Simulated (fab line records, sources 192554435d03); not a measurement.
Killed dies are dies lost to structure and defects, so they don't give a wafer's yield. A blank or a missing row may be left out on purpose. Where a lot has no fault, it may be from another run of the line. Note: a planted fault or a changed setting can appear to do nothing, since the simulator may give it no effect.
Matching of chambers | flow n5Finfet | 4 sister chambers for N5_GATE_CUT_CMP_02 on cmp-01
The step polishes, stops on SiO2, t overpolish 12.7 s, target thk 0 nm. 20 wafers are shown with their chamber, then 10 later ones without.

== WAFERS, EACH WITH ITS CHAMBER ==
wafer  | chamber | motorCurrentA (A) | timeToEndpointS (s) | slurryFilterDpKPa (kPa)
L074.1 | 0       | 7.4               | 28.5                | 13.75
L074.2 | 3       | 9.4               | 32.3                | 13.63
L074.3 | 2       | 9.0               | 25.8                | 13.45
L075.3 | 2       | 8.7               | 25.5                | 13.46
L075.4 | 0       | 7.7               | 24.9                | 13.58
L075.6 | 1       | 8.5               | 28.6                | 13.58
L076.3 | 3       | 10.0              | 24.7                | 13.46
L076.4 | 1       | 8.6               | 29.8                | 13.61
L076.6 | 1       | 9.0               | 28.2                | 13.54
L079.3 | 2       | 8.4               | 23.1                | 13.56
L079.4 | 0       | 7.3               | 24.3                | 13.35
L079.6 | 1       | 8.6               | 26.2                | 13.56
L085.2 | 2       | 9.2               | 22.7                | 13.46
L085.4 | 3       | 9.7               | 24.9                | 13.56
L085.6 | 2       | 8.7               | 22.1                | 13.60
L089.3 | 0       | 7.9               | 23.6                | 13.57
L089.4 | 2       | 8.8               | 22.2                | 13.55
L089.5 | 1       | 8.6               | 27.4                | 13.28
L090.2 | 0       | 7.6               | 24.0                | 13.79
L090.3 | 3       | 10.0              | 27.8                | 13.75

SIGNATURES (averages over the wafers above)
reading           | chamber 0 | chamber 1 | chamber 2 | chamber 3 | scatter within a chamber
motorCurrentA     | 7.580     | 8.660     | 8.800     | 9.775     | 0.251
timeToEndpointS   | 25.060    | 28.040    | 23.567    | 27.425    | 2.16
slurryFilterDpKPa | 13.6080   | 13.5140   | 13.5133   | 13.6000   | 0.127
Rule: a wafer's distance from a chamber is the root of the sum, over the readings, of the square of ((its reading less the chamber's mean) divided by the reading's scatter). The wafer belongs to the nearest chamber; if the next one is less than 2 further off, it can't be placed. The scatter: the root of (the sum of the squares of (reading less its chamber's mean) over the shown wafers, divided by (wafers less chambers)).

== WAFERS WITH NO CHAMBER GIVEN ==
wafer  | motorCurrentA (A) | timeToEndpointS (s) | slurryFilterDpKPa (kPa)
L090.4 | 8.2               | 27.0                | 13.63
L091.1 | 9.4               | 29.2                | 13.31
L091.3 | 9.0               | 29.4                | 13.62
L091.4 | 8.2               | 29.7                | 13.46
L096.1 | 7.4               | 25.5                | 13.48
L096.2 | 8.4               | 27.1                | 13.41
L096.4 | 8.5               | 23.1                | 13.72
L097.4 | 8.3               | 30.4                | 13.46
L097.5 | 9.3               | 29.6                | 13.50
L097.6 | 8.4               | 25.8                | 13.22

== WHICH CHAMBER EACH WENT THROUGH ==
wafer  | from the rows above          | in truth
L090.4 | can't be placed: 1 or 0 or 2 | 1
L091.1 | can't be placed: 3 or 1 or 2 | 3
L091.3 | can't be placed: 1 or 2 or 3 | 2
L091.4 | can't be placed: 1 or 0 or 2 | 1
L096.1 | 0                            | 0
L096.2 | can't be placed: 1 or 2      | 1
L096.4 | can't be placed: 2 or 1 or 0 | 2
L097.4 | can't be placed: 1 or 2      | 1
L097.5 | can't be placed: 3 or 1 or 2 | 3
L097.6 | can't be placed: 1 or 2 or 0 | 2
Placed correctly: 1 of 10. These rows do not allow placing 9 (true chamber among the candidates in 9). Wrongly placed: 0.
